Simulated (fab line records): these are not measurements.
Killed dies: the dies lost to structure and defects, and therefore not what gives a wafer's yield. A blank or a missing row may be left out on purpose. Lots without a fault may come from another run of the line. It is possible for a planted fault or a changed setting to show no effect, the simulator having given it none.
Which tool was responsible? | flow nand harc | Sampling: 13 lots, 39 wafers, 4 of 1302 route steps

## WHAT THE GAUGES SHOWED, per wafer
NHARC_P_CONTACT_OVL_MEAS_13. Usual: overlay x nm 0.0 nm, standard deviation 0.79; overlay y nm -0.2 nm, standard deviation 0.87.
lot  | measured     | on         | overlay x nm (nm) | overlay y nm (nm) | flag
L274 | day 6 06:28  | overlay-02 | 0.5 0.6 0.1       | -1.4 -0.9 -1.5    |
L275 | day 6 17:05  | overlay-02 | 1.0 1.5 0.8       | 0.5 0.2 0.0       |
L276 | day 7 06:08  | overlay-02 | -1.2 -0.6 -0.8    | 2.4 1.2 1.4       |
L277 | day 7 10:52  | overlay-02 | -0.8 -0.6 -1.1    | -0.7 -0.2 -0.5    |
L278 | day 7 23:03  | overlay-01 | 0.2 0.2 -0.2      | -1.6 -1.2 -2.2    |
L279 | day 8 07:51  | overlay-02 | -0.7 -1.1 -1.4    | 0.1 -0.2 -0.7     |
L280 | day 8 19:02  | overlay-01 | -1.3 -0.3 -0.3    | 0.7 -0.3 0.2      |
L281 | day 9 07:31  | overlay-02 | -0.7 -0.6 -0.8    | -0.9 -1.4 -1.5    |
L282 | day 9 11:31  | overlay-01 | -0.3 -0.6 -0.8    | 0.7 0.7 1.3       |
L287 | day 12 08:56 | overlay-01 | -0.3 -0.6 -0.1    | -1.6 -2.1 -1.3    |
L289 | day 13 04:12 | overlay-02 | 0.5 0.6 0.4       | 0.7 0.7 0.9       |
L295 | day 14 21:53 | overlay-01 | -0.6 -1.1 -0.9    | 0.6 0.5 0.6       |
L296 | day 15 09:51 | overlay-01 | 0.6 1.5 0.5       | 0.0 0.1 0.2       |

## WHICH TOOL RAN EACH LOT (tool, then ch and the chambers of the sampled wafers, then the start)
lot  | NHARC_P_GATE_STRIP_113               | NHARC_P_GATE_DEGAS_109       | NHARC_P_CONTACT_DEP_00
L274 | plasma asher-01 ch 0,1, day 6 02:12  | pvd sputter-02, day 6 03:49  | pecvd-01 ch 0,1,2, day 6 05:06
L275 | plasma asher-02 ch 0,1, day 6 12:56  | pvd sputter-03, day 6 14:31  | pecvd-04 ch 0,1,2, day 6 15:49
L276 | plasma asher-02 ch 0,1, day 7 01:56  | pvd sputter-02, day 7 03:32  | pecvd-01 ch 0,1,2, day 7 04:54
L277 | plasma asher-02 ch 0,1, day 7 06:27  | pvd sputter-01, day 7 08:02  | pecvd-03 ch 1,2, day 7 09:28
L278 | plasma asher-02 ch 0,1, day 7 18:55  | pvd sputter-01, day 7 20:23  | pecvd-01 ch 0,2, day 7 21:38
L279 | plasma asher-02 ch 0,1, day 8 03:40  | pvd sputter-01, day 8 05:16  | pecvd-03 ch 1,2, day 8 06:35
L280 | plasma asher-02 ch 0,1, day 8 14:34  | pvd sputter-02, day 8 16:09  | pecvd-04 ch 0,1, day 8 17:31
L281 | plasma asher-02 ch 0,1, day 9 03:14  | pvd sputter-03, day 9 04:43  | pecvd-03 ch 0,1,2, day 9 06:14
L282 | plasma asher-01 ch 1, day 9 07:22    | pvd sputter-03, day 9 08:58  | pecvd-01 ch 0,1,2, day 9 10:14
L287 | plasma asher-01 ch 0,1, day 12 04:56 | pvd sputter-01, day 12 06:17 | pecvd-03 ch 0,1,2, day 12 07:32
L289 | plasma asher-02 ch 0,1, day 13 00:04 | pvd sputter-01, day 13 01:33 | pecvd-03 ch 0,1,2, day 13 02:56
L295 | plasma asher-01 ch 0,1, day 14 17:38 | pvd sputter-03, day 14 19:14 | pecvd-01 ch 0,2, day 14 20:29
L296 | plasma asher-01 ch 0,1, day 15 05:37 | pvd sputter-01, day 15 07:12 | pecvd-04 ch 1,2, day 15 08:27
- NHARC_P_GATE_STRIP_113: strips in N2/H2, time 740 s.
- NHARC_P_GATE_DEGAS_109: time 60 s.
- NHARC_P_CONTACT_DEP_00: deposits SiO2, target thk 500 nm.

## WHAT THE TOOLS THEMSELVES READ (means of the sampled wafers that have a number; where no wafer has one, the mark that the record gives instead)
NHARC_P_GATE_STRIP_113. Usual: drypump motor current A 5.5 A, standard deviation 0.62; heater power w 90 W, standard deviation 5.4.
lot  | tool            | drypump motor current A (A) | heater power w (W) | flag
L274 | plasma asher-01 | 5.4                         | 89                 |
L275 | plasma asher-02 | 5.4                         | 94                 |
L276 | plasma asher-02 | 5.3                         | 90                 |
L277 | plasma asher-02 | 5.2                         | 90                 |
L278 | plasma asher-02 | 5.4                         | 92                 |
L279 | plasma asher-02 | 5.4                         | 93                 |
L280 | plasma asher-02 | 5.4                         | 94                 |
L281 | plasma asher-02 | 5.4                         | 92                 |
L282 | plasma asher-01 | 6.5                         | 84                 |
L287 | plasma asher-01 | 5.4                         | 89                 |
L289 | plasma asher-02 | 5.3                         | 88                 |
L295 | plasma asher-01 | 6.0                         | 86                 |
L296 | plasma asher-01 | 6.0                         | 86                 |

NHARC_P_GATE_DEGAS_109. Usual: heater power w 455 W, standard deviation 23.
lot  | tool           | heater power w (W) | flag
L274 | pvd sputter-02 | 476                |
L275 | pvd sputter-03 | 452                |
L276 | pvd sputter-02 | 488                |
L277 | pvd sputter-01 | 434                |
L278 | pvd sputter-01 | 422                |
L279 | pvd sputter-01 | 448                |
L280 | pvd sputter-02 | 481                |
L281 | pvd sputter-03 | 432                |
L282 | pvd sputter-03 | 453                |
L287 | pvd sputter-01 | 438                |
L289 | pvd sputter-01 | 440                |
L295 | pvd sputter-03 | 459                |
L296 | pvd sputter-01 | 442                |

NHARC_P_CONTACT_DEP_00. Usual: heater power w 557 W, standard deviation 100; mfc precursor sccm 161.5 sccm, standard deviation 0.39; throttle valve pct 15.9 %, standard deviation 0.36.
lot  | tool     | heater power w (W) | mfc precursor sccm (sccm) | throttle valve pct (%) | flag
L274 | pecvd-01 | 687                | 161.2                     | 16.1                   |
L275 | pecvd-04 | 522                | 161.8                     | 15.7                   |
L276 | pecvd-01 | 594                | 161.5                     | 15.8                   |
L277 | pecvd-03 | 626                | 161.0                     | 15.9                   |
L278 | pecvd-01 | 569                | 161.6                     | 15.8                   |
L279 | pecvd-03 | 601                | 161.2                     | 15.8                   |
L280 | pecvd-04 | 513                | 161.5                     | 15.7                   |
L281 | pecvd-03 | 562                | 161.8                     | 15.9                   |
L282 | pecvd-01 | 623                | 161.5                     | 15.9                   |
L287 | pecvd-03 | 473                | 161.5                     | 15.8                   |
L289 | pecvd-03 | 558                | 127.4                     | 15.6                   | OFF
L295 | pecvd-01 | 600                | 161.2                     | 15.8                   |
L296 | pecvd-04 | 507                | 161.8                     | 16.0                   |

## THE ANSWER, worked out from the rows above alone
Rule: lot off if the mean of its wafers having a number is beyond 3 standard deviations from the usual mean. Also off: a lot with no number at a reading for which 4 or more lots have one. Any other lot the step has rows for is counted as sound. The gauges are gone through in route order, then the tools' own readings, and for those a lot's mean is taken as printed above. The first step at which some lot is off is used, and at that step the reading that is off furthest; a lot without a number counts as furthest.
Off, at NHARC_P_CONTACT_DEP_00 on mfc precursor sccm: L289.
If a tool, at that step or one of the process steps before it, ran each lot that is off and ran no sound lot following the first of them, it fits. 2 tools fit, plasma asher-02 at NHARC_P_GATE_STRIP_113 and pecvd-03 at NHARC_P_CONTACT_DEP_00, so this cannot tell which one it is.

## WHAT HAD BEEN PUT IN BY THE SIMULATOR
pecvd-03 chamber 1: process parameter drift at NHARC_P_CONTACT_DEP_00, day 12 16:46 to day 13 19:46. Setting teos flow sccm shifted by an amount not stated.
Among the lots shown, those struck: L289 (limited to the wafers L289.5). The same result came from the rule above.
